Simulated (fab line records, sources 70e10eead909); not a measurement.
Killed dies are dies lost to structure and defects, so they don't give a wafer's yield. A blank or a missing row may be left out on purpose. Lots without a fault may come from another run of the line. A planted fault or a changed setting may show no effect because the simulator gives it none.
fab line records | flow nand_harc
record lots=5 wafers=15 last_day=23
route steps=1159 shown P_GATE@155 END@1159
lots that met no fault: from a run of the same line without faults
start_h: hours from the record's first day to the start of the lot's first wafer shown | wait_h: hours since the lot's step before | " the same as in the row above | L1.1+2: a row that stands for several wafers | - no value, or no start given | * or withheld: withheld | < > ~ a bound
route shown NAME@n: a module of which the file shows steps, and the number in the route of the first | usual: mean/standard deviation of fault-free wafers | same: alike in all rows | chamber/n: place in a boat | sites: the reading at each site | _std_site: their standard deviation | _edge_site: outer sites' mean less inner sites' | radius_mm: how far each site lies from the wafer's centre | mask NAME#n: copy n | behind: the tool/chamber that last shaped the wafer | hold: why the lot was held/for how many hours/how that ended | device: the transistor (n, p or np) that didn't switch | end of line: the same wafers' tests at the end of the route | a step without rows: its recipe alone | killed: dies lost to structure and defects at the first sort, not the wafer's yield | map: a wafer's dies, x killed, . not, _ none there
set.NAME: the setting as run; set.NAME@STEP: as run at that earlier step | model.NAME: the simulator's own value behind a step, which no gauge read
lots at some steps of the route; a table a step, a row a wafer
services: from which hour (start_h, from the record's first day; less than 0 if before it) a tool's chamber was out of use, for how many hours, and why
## steps
# step NHARC_P_GATE_ALD_36
# recipe target_thk_a=200 pulse_time_s=60 ald_cycles=223 temp_c=400 material=SiNx
# usual heater_power_w=868/130 precursor_pulse_height_rel=1.000/0.019
# columns lot.wafer tool chamber start_h wait_h heater_power_w precursor_pulse_height_rel
L677.4 ald_sin-02 1 110.93 - 1099 1.000
L677.6 " 1 115.11 - 1134 1.022
L677.5 " 2 116.15 - 929 1.000
L679.4 ald_sin-03 0 127.88 - 986 1.037
L679.6 " 1 128.94 - 782 0.996
L679.5 " 2 130.01 - 835 0.982
L682.3 ald_sin-02 0 140.01 - 998 0.993
L682.2 " 1 141.07 - 1125 1.031
L682.5 " 3 143.19 - 700 1.011
L691.1 ald_sin-02 1 193.04 - 1129 0.985
L691.3 " 2 194.11 - 965 0.962
L691.4 " 3 195.18 - 704 0.980
L695.2 ald_sin-02 0 218.74 - 1007 1.000
L695.4 " 1 219.79 - 1128 0.986
L695.1 " 3 221.89 - 698 0.973
# step NHARC_P_GATE_ETCHBACK_37
# recipe target_depth_a=345 time_s=17.2 chf3_flow_sccm=50 o2_flow_sccm=10 ar_flow_sccm=200 rf_w=500 bias_w=200 chemistry=CHF3/O2
# usual bias_w=200.0/0.6 drypump_motor_current_A=5.7/0.47 oes_product_au=0.95/0.037 rf_vpp_V=369.9/2.3 showerhead_plenum_p_Torr=2.36/0.11 throttle_valve_pct=20.573/0.0093
# columns lot.wafer tool chamber start_h wait_h bias_w drypump_motor_current_A oes_product_au rf_hours_counter_h rf_vpp_V showerhead_plenum_p_Torr throttle_valve_pct
L677.4 rie_diel-01 1 - - 199.8 5.1 0.91 30 369.1 2.33 20.580
L677.6 " 3 " " 201.1 5.9 0.93 - 368.4 2.27 20.573
L677.5 " 0 " " 200.5 4.8 0.93 - 373.2 2.52 20.566
L679.4 rie_diel-13 2 - - 199.5 5.8 1.01 9 369.6 2.37 20.574
L679.6 " 3 " " 199.6 5.4 1.00 - 374.5 2.59 20.570
L679.5 " 0 " " 200.8 5.2 0.99 - 369.8 2.30 20.566
L682.3 rie_diel-13 0 - - 200.3 5.3 0.98 15 368.6 2.30 20.579
L682.2 " 1 " " 200.0 6.3 1.00 15 371.1 2.39 20.569
L682.5 " 0 " " 200.1 5.3 0.98 - 369.2 2.30 20.584
L691.1 rie_diel-13 3 - - 199.0 5.5 0.92 35 372.5 2.58 20.576
L691.3 " 0 " " 200.4 5.3 0.92 39 367.5 2.29 20.561
L691.4 " 3 " " 198.6 5.4 0.91 - 374.7 2.58 20.566
L695.2 rie_diel-13 1 - - 199.3 6.3 0.93 44 369.0 2.38 20.564
L695.1 " 3 " " 199.9 5.4 0.93 45 374.7 2.58 20.582
L695.4 " 0 " " 199.9 5.2 1.00 46 368.2 2.29 20.560
# step NHARC_P_GATE_STRIP_101
# recipe time_s=20 o2_flow_sccm=500 ar_flow_sccm=0 bias_w=0 chemistry=O2
# usual drypump_motor_current_A=5.7/0.48 oes_product_au=1.000/0.01 rf_vpp_V=57.7/0.92 showerhead_plenum_p_Torr=3.48/0.15 throttle_valve_pct=17.036/0.0098
# same bias_w=0
# columns lot.wafer tool chamber start_h wait_h drypump_motor_current_A oes_product_au rf_hours_counter_h rf_vpp_V showerhead_plenum_p_Torr throttle_valve_pct
L677.4 rie_diel-01 2 120.46 0.1 5.3 1.008 30 57.3 3.36 17.035
L677.5 " 2 " " 5.4 0.993 - 56.0 3.36 17.026
L677.6 " 3 " " 5.9 1.004 - 57.0 3.34 17.049
L679.4 rie_diel-13 0 134.35 0.1 5.3 0.995 10 57.4 3.38 17.030
L679.6 " 1 " " 6.3 1.005 - 57.8 3.52 17.034
L679.5 " 2 " " 5.8 1.013 - 57.2 3.48 17.040
L682.3 rie_diel-13 1 147.52 0.1 6.3 1.007 15 57.4 3.51 17.048
L682.2 " 0 " " 5.3 0.978 15 57.4 3.38 17.036
L682.5 " 2 " " 5.8 0.993 - 56.8 3.48 17.046
L691.3 rie_diel-13 2 202.74 0.1 5.8 0.990 34 56.9 3.47 17.037
L691.1 " 3 " " 5.4 1.002 35 59.3 3.79 17.048
L691.4 " 2 " " 5.8 0.985 - 57.5 3.47 17.036
L695.4 rie_diel-13 0 228.31 0.1 5.3 0.990 46 57.6 3.36 17.054
L695.1 " 1 " " 6.3 0.995 44 57.9 3.50 17.035
L695.2 " 3 " " 5.4 1.007 45 55.3 3.78 17.032
# step NHARC_P_GATE_PRECLEAN_97
# recipe time_s=600 temp_c=120 chemistry=SPM
# step NHARC_P_GATE_SRD_98
# step NHARC_P_GATE_PRECLEAN_99
# recipe time_s=* temp_c=50 bath_age_min=0 chemistry=SC1
# step NHARC_P_GATE_SRD_100
# step NHARC_P_GATE_DEHYDRATE_38
# recipe temp_c=150 time_s=120
# step NHARC_P_GATE_HMDS_39
# recipe time_s=30
# step NHARC_P_GATE_COAT_40
# recipe spin_rpm=3000
# step NHARC_P_GATE_SOFTBAKE_41
# recipe temp_c=122 time_s=95
# step NHARC_P_GATE_EBR_42
# step NHARC_P_GATE_EXPOSE_43
# recipe na=0.6 target_cd_nm=720 dose_mj=14.81 mask_id=P_NSD
# columns lot.wafer tool chamber start_h wait_h mask
L677.4+5+6 krf_scanner-01 0 121.25 - P_NSD#0
L679.4+5+6 krf_scanner-04 0 135.12 - P_NSD#0
L682.2+3+5 krf_scanner-01 0 148.29 - P_NSD_R1#0
L691.1+3+4 krf_scanner-03 0 203.51 - P_NSD#0
L695.1+2+4 krf_scanner-04 0 229.07 - P_NSD#0
# step NHARC_P_GATE_PEB_44
# recipe peb_temp_c=118 peb_time_s=85
# step NHARC_P_GATE_DEVELOP_45
# recipe time_s=70
# step NHARC_P_GATE_CD_MEAS_46
# recipe target_cd_nm=720 landing_energy_ev=500
# usual cd_nm=720.1/1.6
# columns lot.wafer tool chamber start_h wait_h hold cd_nm
L677.4 cd_sem-03 0 121.40 - - 723.2
L677.5 " 0 " " - 721.7
L677.6 " 0 " " - 718.6
L679.4 cd_sem-01 0 135.27 - - 719.4
L679.5 " 0 " " - 719.2
L679.6 " 0 " " - 720.6
L682.2 cd_sem-01 0 148.44 - await_dispo/0.2h/release 658.9
L682.3 " 0 " " await_dispo/0.2h/release 661.0
L682.5 " 0 " " await_dispo/0.2h/release 656.3
L682.2 cd_sem-01 0 - - - 658.7
L682.3 " 0 " " - 661.0
L682.5 " 0 " " - 656.2
L691.1 cd_sem-02 0 203.67 - - 720.1
L691.3 " 0 " " - 724.2
L691.4 " 0 " " - 721.2
L695.1 cd_sem-02 0 229.23 - - 719.0
L695.2 " 0 " " - 721.1
L695.4 " 0 " " - 719.9
# step NHARC_P_GATE_DESCUM_48
# recipe time_s=3 o2_flow_sccm=200 ar_flow_sccm=0 bias_power_w=0 chemistry=O2
# usual drypump_motor_current_A=5.6/0.49 oes_product_au=1.000/0.0092 rf_vpp_V=57.7/0.86 showerhead_plenum_p_Torr=1.89/0.089 throttle_valve_pct=11.312/0.0085
# columns lot.wafer tool chamber start_h wait_h drypump_motor_current_A oes_product_au rf_hours_counter_h rf_vpp_V showerhead_plenum_p_Torr throttle_valve_pct model.P_GATE.cd_nm
L677.4 rie_diel-01 3 121.63 - 5.8 0.996 31 56.6 1.81 11.306 722.8
L677.6 " 3 " " 5.9 1.002 - 56.8 1.81 11.315 718.4
L677.5 " 0 " " 4.9 0.993 - 58.2 2.01 11.302 720.9
L679.4 rie_diel-13 2 135.44 - 5.8 1.002 10 56.8 1.89 11.302 719.7
L679.5 " 0 " " 5.3 0.984 - 56.8 1.83 11.300 719.8
L679.6 " 1 " " 6.3 1.003 - 57.6 1.91 11.313 720.8
L682.3 rie_diel-13 0 151.64 - 5.3 0.980 15 58.2 1.83 11.324 660.8
L682.2 " 2 " " 5.8 0.999 15 57.3 1.89 11.316 659.2
L682.5 " 1 " " 6.3 0.998 - 56.9 1.91 11.304 656.3
L691.1 rie_diel-01 0 203.83 - 4.9 1.012 12 58.5 2.01 11.310 719.9
L691.3 " 1 " " 5.1 1.003 13 59.1 1.85 11.309 723.7
L691.4 " 2 " " 5.3 1.006 14 56.8 1.81 11.311 720.4
L695.4 rie_diel-04 1 229.39 - 6.6 1.017 37 57.1 1.93 11.322 720.1
L695.1 " 2 " " 6.3 0.999 37 58.7 1.77 11.303 719.4
L695.2 " 3 " " 6.1 1.001 38 56.3 1.83 11.312 721.5
# step NHARC_P_GATE_IMPLANT_49
# recipe energy_kev=30 dose_cm2=3e+15 tilt_deg=7
# step NHARC_END_SORT_01
# recipe temp_c=25
# usual killed_at_array=25/9.2 killed_at_other=0.8/1.2 killed_at_periphery=3.9/2.6 killed_dies=30/9.7 killed_open=3.4/1.9 killed_short=2.0/1.4
# same gross_dies=677
# columns lot.wafer tool chamber start_h wait_h killed_at_array killed_at_other killed_at_periphery killed_dies killed_open killed_short
L682.2 prober-01 0 484.09 2.8 40 0 6 46 3 4
# killed by level:class
L682.2 A_SLIT:chamber_film_flake=14 A_SGD_CUT:chamber_film_flake=6 A_CONTACT:chamber_film_flake=6 A_CHANNEL_HOLE_D1:chamber_film_flake=4 A_STAIRCASE:chamber_film_flake=4 A_BLC:geometric_particle:short=2 P_GATE:chamber_film_flake=2 P_GATE:area_expose=2
## services
# columns tool chamber start_h hours kind
rie_diel-13 - 99.00 9.0 pm
rie_diel-13 0 99.00 9.0 vent_cycle
rie_diel-13 1 99.00 9.0 vent_cycle
rie_diel-13 2 99.00 9.0 vent_cycle
rie_diel-13 3 99.00 9.0 vent_cycle
ald_sin-03 - 107.52 10.0 pm
rie_diel-13 0 108.00 - clean
rie_diel-13 1 108.00 - clean
rie_diel-13 2 108.00 - clean
rie_diel-13 3 108.00 - clean
rie_diel-13 3 108.00 - consumable_replace:showerhead
rie_diel-04 - 112.99 9.0 pm
krf_scanner-04 - 126.00 4.0 pm
rie_diel-13 0 132.55 - clean
rie_diel-13 1 132.55 - clean
rie_diel-13 2 132.55 - clean
rie_diel-13 3 132.55 - clean
rie_diel-01 - 137.80 9.0 pm
krf_scanner-03 - 168.00 4.0 pm
rie_diel-13 1 201.55 12.4 repair
rie_diel-01 0 205.12 5.4 repair
ald_sin-03 3 209.26 2.8 repair
rie_diel-13 0 213.81 5.5 repair
ald_sin-02 - 228.00 10.0 pm
## key
first_sign step=NHARC_P_GATE_EXPOSE_43 reading=mask direction=changed
effect step=NHARC_P_GATE_CD_MEAS_46 reading=visit direction=added
effect step=NHARC_P_GATE_CD_MEAS_46 reading=cd_nm direction=down sigmas=37 usual=720.1 struck=658.7
model_effect step=NHARC_P_GATE_DESCUM_48 value=P_GATE.cd_nm without=719.2 struck=658.8
met_at NHARC_P_GATE_EXPOSE_43
struck_wafers L682.2,L682.3,L682.5
tester_left_out L682
onset_between 121.25 148.29
fault kind=wrong_mask tool=any chamber=- onset_h=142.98 steps=NHARC_P_GATE_EXPOSE_43 aux_copy=P_NSD_R1#0 cd_offset_nm=-60.427 scope=struck_lots_only
# tester_left_out: of these lots the tester's yield and bins aren't shown, on N5 and GAA mostly nor the transistor test; their killed dies are dies lost to structure and defects alone, not to doping, threshold or leakage, so they don't give the yield
